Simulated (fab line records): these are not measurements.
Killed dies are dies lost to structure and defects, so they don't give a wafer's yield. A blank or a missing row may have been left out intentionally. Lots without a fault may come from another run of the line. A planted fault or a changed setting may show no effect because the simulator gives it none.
A lot that was struck, set against a sound lot / flow n5-finfet / 15 out of 1938 route steps
Sound: wafers L473.1, L473.4, L473.5. Wafers struck: L486.1, L486.4. The cause is given at the end.
Each step with rows lists, per side, the tool, then ch with its chambers, then its first start. Under that, the readings that differ: sound wafers / struck wafers / difference of the means / sigmas: that difference in standard deviations of wafers without a fault.
alike: same words and numbers on both sides, and readings whose means sit less than 2 such deviations apart. not compared: any withheld reading, any reading some wafer has no value for, any bound like >300 that may hide the same value, and any number with overlapping values for which the record gives no deviation.
The two part at a step that has a row with sigmas, a row that says differs or no value, or rows on one side only. Numbers that have no deviation but don't overlap get no sigmas and don't part them. A reading that every wafer of one side lacks parts them only if that side has two wafers or more.

N5_HKMG_FIN_STRIP_60: strips in N2/H2, time 360 s.
  sound on plasma-asher-01 ch 0,1, day 4 13:17; struck on plasma-asher-01 ch 0,1, day 7 20:22
  alike: drypump-motor-current-A, heater-power-w, n2-flow-sccm, temp-c
  not compared: rf-hours-counter-h
then, 2 steps without rows for these wafers: N5_HKMG_FIN_WET_ETCH_77 (etches La2O3 in dHCl, stops on HfO2, target depth 2 nm); N5_HKMG_FIN_WET_ETCH_78 (etches Al2O3 in dNH4OH, stops on La2O3, target depth 4.5 nm, rinse time 30 s).
N5_HKMG_FIN_ALD_79: deposits TiN, target thk 1.5 nm, pulse time 1 s, purge time 3 s.
  sound on ald-metal-04 ch 0,2, day 4 13:46; struck on ald-metal-01 ch 2,3, day 7 20:51
reading=heater-power-w (W); sound=944 1141 1116; struck=640 924; difference=-285; sigmas=-3
  alike: precursor-pulse-height-rel
  not compared: ald-cycles
N5_HKMG_FIN_CVD_62: deposits a-Si from Si2H6, target thk 3 nm, time 20.8 s.
  sound on thermal-cvd-si-02 ch 0,1,2, day 4 14:08; struck on thermal-cvd-si-01 ch 1, day 7 21:13
  alike: heater-power-w
then, 5 steps without rows for these wafers: N5_HKMG_FIN_RTA_80 (time 2 s); N5_HKMG_FIN_PRECLEAN_64 (cleans in dHF, time 30 s); N5_HKMG_FIN_WET_ETCH_65 (etches a-Si in TMAH, stops on TiN, time 49 s, target depth 3 nm); N5_HKMG_FIN_WET_ETCH_81 (etches TiN in SC1, stops on HfO2, time 57 s, target depth 6 nm); N5_HKMG_FIN_WET_ETCH_82 (etches La2O3 in dHCl, stops on HfO2, target depth 2 nm, rinse time 30 s).
N5_HKMG_FIN_ALD_36: deposits TiN, target thk 1 nm, pulse time 1 s, purge time 3 s.
  sound on ald-metal-04 ch 1,2,3, day 4 14:32; struck on ald-metal-02 ch 0,2, day 7 21:37
  alike: heater-power-w, precursor-pulse-height-rel
  not compared: ald-cycles
N5_HKMG_FIN_THK_MEAS_70: measures by xrf.
  sound on film-metro-01, day 4 14:49; struck on film-metro-02, day 7 21:53
  alike: HK_THK
N5_HKMG_FIN_PWFM_ALD_03: deposits TiN, target thk 2 nm, pulse time 1 s, purge time 3 s.
  sound on ald-metal-04 ch 0,1, day 4 14:52; struck on ald-metal-04 ch 1,3, day 7 21:56
reading=ald-cycles; sound=91 91 91; struck=85 85; difference=-6; sigmas=
  alike: heater-power-w, precursor-pulse-height-rel
then, 1 step without rows for these wafers: N5_HKMG_FIN_COAT_29 (time 60 s, resist thk 300 nm).
N5_PASSIVATION_PROBE_49:
  rows exist in the record for the sound wafers here (prober-02, day 12 04:34), none for the struck ones

WHERE THEY PART
Earliest at N5_HKMG_FIN_ALD_79; latest, in this record, at N5_PASSIVATION_PROBE_49.

WHY: what the simulator had put in
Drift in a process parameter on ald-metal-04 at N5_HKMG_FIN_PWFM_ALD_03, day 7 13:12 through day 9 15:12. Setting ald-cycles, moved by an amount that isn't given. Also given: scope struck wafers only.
